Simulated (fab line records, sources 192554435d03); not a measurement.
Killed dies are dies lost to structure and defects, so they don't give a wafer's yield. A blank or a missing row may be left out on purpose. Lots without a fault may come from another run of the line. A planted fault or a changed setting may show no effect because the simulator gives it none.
fab line records | flow n5_finfet
record lots=5 wafers=15 last_day=14
route steps=1938 shown SD_EPI_P@319 SD_ACTIVATION@330 ILD0@335 SDB@347 BEOL_M4@1111
lots that met no fault: from a run of the same line without faults
start_h: hours from the record's first day to the start of the lot's first wafer shown | wait_h: hours since the lot's step before | " the same as in the row above | L1.1+2: a row that stands for several wafers | - no value, or no start given | * or withheld: withheld | < > ~ a bound
route shown NAME@n: a module of which the file shows steps, and the number in the route of the first | usual: mean/standard deviation of fault-free wafers | same: alike in all rows | chamber/n: place in a boat | sites: the reading at each site | _std_site: their standard deviation | _edge_site: outer sites' mean less inner sites' | radius_mm: how far each site lies from the wafer's centre | mask NAME#n: copy n | behind: the tool/chamber that last shaped the wafer | hold: why the lot was held/for how many hours/how that ended | device: the transistor (n, p or np) that didn't switch | end of line: the same wafers' tests at the end of the route | a step without rows: its recipe alone | killed: dies lost to structure and defects at the first sort, not the wafer's yield | map: a wafer's dies, x killed, . not, _ none there
set.NAME: the setting as run; set.NAME@STEP: as run at that earlier step | model.NAME: the simulator's own value behind a step, which no gauge read
lots at some steps of the route; a table a step, a row a wafer
## steps
# step N5_SD_EPI_P_PRECLEAN_51
# recipe chemistry=NF3:NH3 afs_cycles=1 temp_c=30 time_s=20 sublimation_temp_c=180 sublimation_time_s=60 pressure_torr=3 rf_power_w=30
# step N5_SD_EPI_P_VAPOR_ETCH_44
# recipe chemistry=NF3/Ar target=SiGe30 temp_c=25 time_s=3.3 mode=isotropic
# step N5_SD_EPI_P_EPI_21
# recipe material=SiGe:B dopant=B temp_c=550 pressure_torr=20 ambient=H2 time_s=355
# step N5_SD_EPI_P_HM_STRIP_48
# recipe chemistry=H3PO4 temp_c=160 material=SiNx target=SiNx target_depth_a=30 overetch_fraction=0.3
# step N5_SD_EPI_P_SRD_49
# recipe dry=ipa_marangoni time_s=30 temp_c=23 rinse_liquid=diw
# step N5_SD_EPI_P_PRECLEAN_24
# recipe chemistry=O3/DIW time_s=45 temp_c=22 o3_ppm=10
# step N5_SD_EPI_P_PRECLEAN_32
# recipe chemistry=dHF time_s=10 dilution=500:1 temp_c=25
# step N5_SD_EPI_P_PRECLEAN_33
# recipe chemistry=SC2 time_s=45 temp_c=35 mix=1:1:50
# step N5_SD_EPI_P_SRD_25
# recipe time_s=30 temp_c=23 rinse_liquid=diw dry=ipa_marangoni
# step N5_SD_ACTIVATION_RTA_00
# recipe temp_c=975 time_s=0 ambient=N2 idle_temp_c=600 ramp_up_c_per_s=150 ramp_down_c_per_s=60 cool_to_c=600
# step N5_SD_ACTIVATION_LSA_01
# recipe temp_c=1080 time_s=0.0008 ambient=N2
# usual wafer_temp_C_max=1084.0/0.83
# columns lot.wafer tool chamber start_h wait_h wafer_temp_C_max
L670.3 laser_anneal-01 0 81.01 0.2 1084.0
L670.5 " 0 " " 1084.7
L670.6 " 0 " " 1084.5
L672.3 laser_anneal-01 0 98.76 0.2 1054.5
L672.4 " 0 " " 1054.6
L672.6 " 0 " " 1054.3
L673.1 laser_anneal-02 0 101.06 0.2 1083.8
L673.4 " 0 " " 1084.2
L673.5 " 0 " " 1085.9
L674.2 laser_anneal-01 0 108.66 0.2 1055.4
L674.3 " 0 " " 1054.0
L674.6 " 0 " " 1054.9
L676.1 laser_anneal-01 0 118.49 0.2 1054.1
L676.2 " 0 " " 1055.5
L676.5 " 0 " " 1054.4
# step N5_SD_ACTIVATION_RS_MEAS_03
# recipe thk_meas_gauge=four-point-probe
# usual RS_SD_N=21.95/0.28 RS_SD_P=56.1/0.88
# columns lot.wafer tool chamber start_h wait_h RS_SD_N[ohm/sq] RS_SD_P[ohm/sq]
L670.3 film_metro-01 - 81.21 0.2 21.22 55.6
L670.5 " - " " 21.11 55.9
L670.6 " - " " 21.45 55.7
L672.3 film_metro-01 - 98.94 0.2 25.52 57.1
L672.4 " - " " 25.43 56.3
L672.6 " - " " 25.75 58.2
L673.1 film_metro-02 - 101.26 0.2 21.97 58.1
L673.4 " - " " 22.30 57.1
L673.5 " - " " 22.29 58.6
L674.2 film_metro-02 - 108.85 0.2 25.24 56.8
L674.3 " - " " 24.91 56.4
L674.6 " - " " 25.12 57.0
L676.1 film_metro-02 - 118.69 0.2 25.58 55.9
L676.2 " - " " 25.82 55.5
L676.5 " - " " 25.39 55.2
# step N5_ILD0_LINER_00
# recipe material=SiNx target_thk_a=40 temp_c=400 ald_precursor_family=SiH2I2 ald_co_reactant=N2/H2-plasma pulse_time_s=1 purge_time_s=2 co_reactant_purge_time_s=2 ald_cycles=80 pressure_torr=2
# step N5_ILD0_FCVD_FILL_01
# recipe material=SiO2_flowable target_thk_a=2000 temp_c=100 pressure_torr=0.8 rf_w=2000 time_s=328.3
# step N5_ILD0_CURE_02
# recipe temp_c=450 time_s=1800 ambient=steam idle_temp_c=400 ramp_up_c_per_min=5 ramp_down_c_per_min=3 densification_p_h2o_torr=640
# step N5_ILD0_CMP_03
# recipe stop_on=SiNx t_overpolish_s=1.9 post_cmp_clean=alkaline_brush down_force_psi=4.1491 platen_rpm=51.796 pad_velocity_m_s=1.0306 target_thk_nm=197.38
# step N5_ILD0_CMP_07
# recipe stop_on=poly-Si material=SiO2_flowable t_overpolish_s=1.18 post_cmp_clean=alkaline_brush down_force_psi=4.1491 platen_rpm=51.796 pad_velocity_m_s=1.0306 target_thk_nm=138.88
# step N5_ILD0_PRECLEAN_10
# recipe chemistry=NF3:NH3 afs_cycles=5 time_s=20 temp_c=30 sublimation_temp_c=180 sublimation_time_s=60 pressure_torr=3 rf_power_w=30
# step N5_ILD0_ALD_15
# recipe material=SiNx target_thk_a=240 temp_c=400 ald_precursor_family=SiH2I2 ald_co_reactant=N2/H2-plasma pulse_time_s=1 ald_cycles=480 purge_time_s=2 co_reactant_purge_time_s=2 pressure_torr=2
# step N5_ILD0_CMP_12
# recipe stop_on=poly-Si material=SiNx t_overpolish_s=6 post_cmp_clean=alkaline_brush down_force_psi=2.5 platen_rpm=51.8 pad_velocity_m_s=1.0307 target_thk_nm=17.67
# step N5_SDB_HM_DEP_00
# recipe material=SiNx target_thk_a=400 temp_c=400 precursor=SiH4/NH3/N2 pressure_torr=1.5 rf_w=300 time_s=35.3
# step N5_SDB_COAT_03
# recipe resist=SOC temp_c=250 time_s=60 spin_rpm=1500 resist_thk_nm=100
# step N5_SDB_COAT_04
# recipe resist=SiARC temp_c=220 time_s=60 spin_rpm=1500 resist_thk_nm=18
# step N5_SDB_COAT_05
# recipe resist=CAR-ArF spin_rpm=1500 resist_thk_nm=90
# step N5_SDB_EBR_07
# recipe solvent=PGMEA ebr_width_mm=1.5
# step N5_SDB_SOFTBAKE_06
# recipe temp_c=110 time_s=60 resist=CAR-ArF
# step N5_SDB_EXPOSE_08
# recipe mask_id=SDB na=1.35 source_shape=conventional sigma_outer=0.5 polarization=unpolarized dose_mj=49.6
# step N5_SDB_PEB_09
# recipe peb_temp_c=withheld peb_time_s=60 resist=CAR-ArF
# step N5_SDB_DEVELOP_10
# recipe develop_time_s=30 developer=TMAH resist=CAR-ArF rinse_liquid=diw dry=air_spin dev_temp_c=23
# step N5_SDB_DESCUM_16
# recipe chemistry=O2 time_s=7.9 source_power_w=50 bias_power_w=20 pressure_mtorr=20 rf_frequency_hz=2.712e+07 temp_c=40 resist=CAR-ArF o2_flow_sccm=225
# step N5_SDB_ETCH_17
# recipe chemistry=CF4 target=SiARC target_depth_a=234 mask_material=CAR-ArF time_s=39 ion_energy_ev=80 pressure_mtorr=40 source_w=545 bias_w=36 Ar_flow_sccm=100 cf4_flow_sccm=100 ends=cleared
# step N5_BEOL_M4_RC_MEAS_101
# usual DIBL_N=37.0/2.3 DIBL_P=37.3/2.8 IOFF_N=0.17/0.046 IOFF_P=0.23/0.054 ION_N=675/14 ION_P=460/9.3 RC_DENSE_N=19.1/0.44 RC_N=15.6/0.35 REXT_N=74.9/1.9 RS_SD_N=28.5/0.4 SS_N=71.7/0.73 SS_P=73.6/0.95 VT_N=249/3.9 VT_P=-250/3.9
# columns lot.wafer tool chamber start_h wait_h DIBL_N[mV/V] DIBL_P[mV/V] IOFF_N[nA/um] IOFF_P[nA/um] ION_N[uA/um] ION_P[uA/um] RC_DENSE_N[ohm.um] RC_N[ohm.um] REXT_N[ohm.um] RS_SD_N[ohm/sq] SS_N[mV/dec] SS_P[mV/dec] VT_N[mV] VT_P[mV]
L670.3 prober-01 0 194.21 0.3 33.4 34.9 0.12 0.19 671 471 18.9 15.7 75.9 27.6 70.7 72.2 251 -251
L670.5 " 0 " " 36.8 38.8 0.16 0.25 681 471 18.6 15.2 74.6 27.3 71.7 73.7 254 -249
L670.6 " 0 " " 38.5 39.1 0.18 0.26 674 462 19.7 15.8 75.5 27.9 71.8 73.7 248 -249
L672.3 prober-02 0 200.49 0.3 36.1 37.5 0.15 0.20 667 459 23.2 18.7 83.9 32.8 72.3 72.8 251 -254
L672.4 " 0 " " 35.1 36.8 0.14 0.20 673 465 21.9 17.7 83.5 32.2 71.0 73.3 252 -253
L672.6 " 0 " " 34.9 36.4 0.14 0.18 665 453 21.3 17.3 82.4 32.7 71.8 73.1 252 -255
L673.1 prober-01 0 209.26 0.0 34.9 35.9 0.13 0.15 669 448 18.9 15.6 74.6 28.4 71.1 73.2 255 -260
L673.4 " 0 " " 34.7 36.1 0.13 0.16 667 455 19.2 15.8 76.3 28.9 71.3 73.0 252 -257
L673.5 " 0 " " 39.3 40.4 0.22 0.21 689 456 19.3 15.9 73.7 28.7 72.4 74.9 247 -253
L674.2 prober-01 0 222.07 0.2 38.1 39.4 0.17 0.25 675 466 21.5 17.6 81.2 32.1 71.3 74.4 250 -247
L674.3 " 0 " " 34.5 35.4 0.11 0.18 653 458 22.3 18.2 81.8 32.3 70.9 72.6 251 -253
L674.6 " 0 " " 34.4 34.6 0.11 0.17 637 453 22.2 17.9 81.8 31.7 70.5 72.4 258 -253
L676.1 prober-01 0 225.37 0.0 36.6 35.2 0.16 0.23 672 470 20.9 17.1 77.3 32.6 71.8 72.9 251 -246
L676.2 " 0 " " 35.3 35.8 0.13 0.24 662 469 21.9 17.8 80.6 32.7 70.8 74.1 252 -250
L676.5 " 0 " " 35.3 33.5 0.13 0.19 658 466 22.5 18.7 79.4 32.5 71.1 73.2 253 -250
## key
first_sign step=N5_SD_ACTIVATION_LSA_01 reading=wafer_temp_C_max direction=down sigmas=35 usual=* struck=*
effect step=N5_SD_ACTIVATION_RS_MEAS_03 reading=RS_SD_N direction=up sigmas=12 usual=21.95 struck=25.42
effect step=N5_BEOL_M4_RC_MEAS_101 reading=RS_SD_N direction=up sigmas=9.7 usual=28.5 struck=32.4
effect step=N5_BEOL_M4_RC_MEAS_101 reading=RC_N direction=up sigmas=6.5 usual=15.6 struck=17.9
effect step=N5_BEOL_M4_RC_MEAS_101 reading=RC_DENSE_N direction=up sigmas=6.5 usual=19.1 struck=22.0
effect step=N5_BEOL_M4_RC_MEAS_101 reading=REXT_N direction=up sigmas=3.4 usual=74.9 struck=81.3
met_at N5_SD_ACTIVATION_LSA_01
struck_wafers L672.3,L672.4,L672.6,L674.2,L674.3,L674.6,L676.1,L676.2,L676.5
onset_between 81.01 98.76
fault kind=process_parameter_drift tool=laser_anneal-01 chamber=- onset_h=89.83 steps=N5_SD_ACTIVATION_LSA_01 channel=temp_c offset=* shape=step end_h=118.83 stated=*
